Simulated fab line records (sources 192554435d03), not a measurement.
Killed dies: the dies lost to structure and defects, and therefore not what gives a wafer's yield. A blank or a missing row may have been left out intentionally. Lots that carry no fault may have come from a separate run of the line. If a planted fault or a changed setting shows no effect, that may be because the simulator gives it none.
Code-filled problem report in 8D (eight disciplines) form	flow n5_finfet	the parts of the form that need people (team, actions taken, sign-off) are left out

== 1. WHAT WENT WRONG ==
VIA_MOL_THK at N5_MOL_CONTACT_COAG_THK_MEAS_53 reads a mean of 39.8 nm on 6 wafers of 2 lots; wafers without a fault read 44.0 nm with a standard deviation of 0.55. That is -7.6 standard deviations from the usual mean.
First seen on wafer L954.1, day 9 06:20, on film_metro-01. The record holds 33 wafers of 11 lots with a number at this step. Rule for "out", or "out of limits": more than 4 standard deviations from the usual mean. All remaining wafers that have a number are taken as sound.

== 2. WHAT IT IS; WHAT IT IS NOT ==
question	is	is not
which readings at this step	VIA_MOL_THK	-
which lots	L954, L956	L938, L939, L940, L941, L942, L944, L947, L950, L951
which wafers of those lots	all that have a number	-
read on which gauges	film_metro-01	film_metro-02
when	from day 9 06:20	up to then (27 sound wafers)

== 3. WHAT RULES OUT EACH SUSPECT ==
Counting: any tool at a process step up to the reading is kept as a suspect provided that every lot that is out went through it and no sound lot did after the first of them.
- the gauge at N5_MOL_CONTACT_COAG_THK_MEAS_53 is ruled out. All the wafers that are out were read on film_metro-01, but those of them that N5_MOL_CONTACT_COAG_PECVD_31 has rows for are out there too, on other tools.
- pecvd-02 at N5_MOL_CONTACT_COAG_PECVD_31 (deposits SiO2 from TEOS/O2, target thk 46 nm, time 8.9 s): kept. All lots that are out passed through it, beginning with L954 at day 9 02:16, and no sound lot followed; its final sound lot before that point was L951 at day 8 09:09. Out on those wafers are its own readings of susceptor_temp_C.
Remaining after the count: pecvd-02 at N5_MOL_CONTACT_COAG_PECVD_31.

== 4. THE CAUSE (what the simulator had put in) ==
Drift in process parameters on pecvd-02 at N5_MOL_CONTACT_COAG_PECVD_31, starting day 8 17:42. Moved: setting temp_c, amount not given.
Counting left only this tool.

== 5. THE CHAIN OF EFFECTS, in route order ==
One row per reading whose mean, taken over the struck wafers that have a number, lies over 3 standard deviations from the usual. Only readings for which the record gives a usual standard deviation are gone through. hours: the time from each lot's start at the first step in this table that gives one to its start at this step, as a median over the lots. sigmas: the change in usual standard deviations.
hours	step	reading	usual	on struck wafers	change	sigmas
0	N5_MOL_CONTACT_COAG_PECVD_31	susceptor_temp_C	399.98 C	414.22	+14.24	+62
4	N5_MOL_CONTACT_COAG_THK_MEAS_53	VIA_MOL_THK	44.0 nm	39.8	-4.2	-7.6
Here are the process steps it includes:
- N5_MOL_CONTACT_COAG_PECVD_31: deposits SiO2 from TEOS/O2, target thk 46 nm, time 8.9 s.

== 6. HOW IT WOULD HAVE BEEN CAUGHT EARLIER ==
13 hours passed between the start of the fault at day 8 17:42 and the first reading out of limits at a measuring or inspecting step in this record, taken at day 9 06:20.
Tool's own readings at N5_MOL_CONTACT_COAG_PECVD_31, susceptor_temp_C: out on all struck wafers the step has rows for; an alarm limit on them would have tripped on the first.
Among the 2 lots that are out, L956 began N5_MOL_CONTACT_COAG_PECVD_31 on pecvd-02 after day 9 06:20. Holding the tool at that time would have saved it.
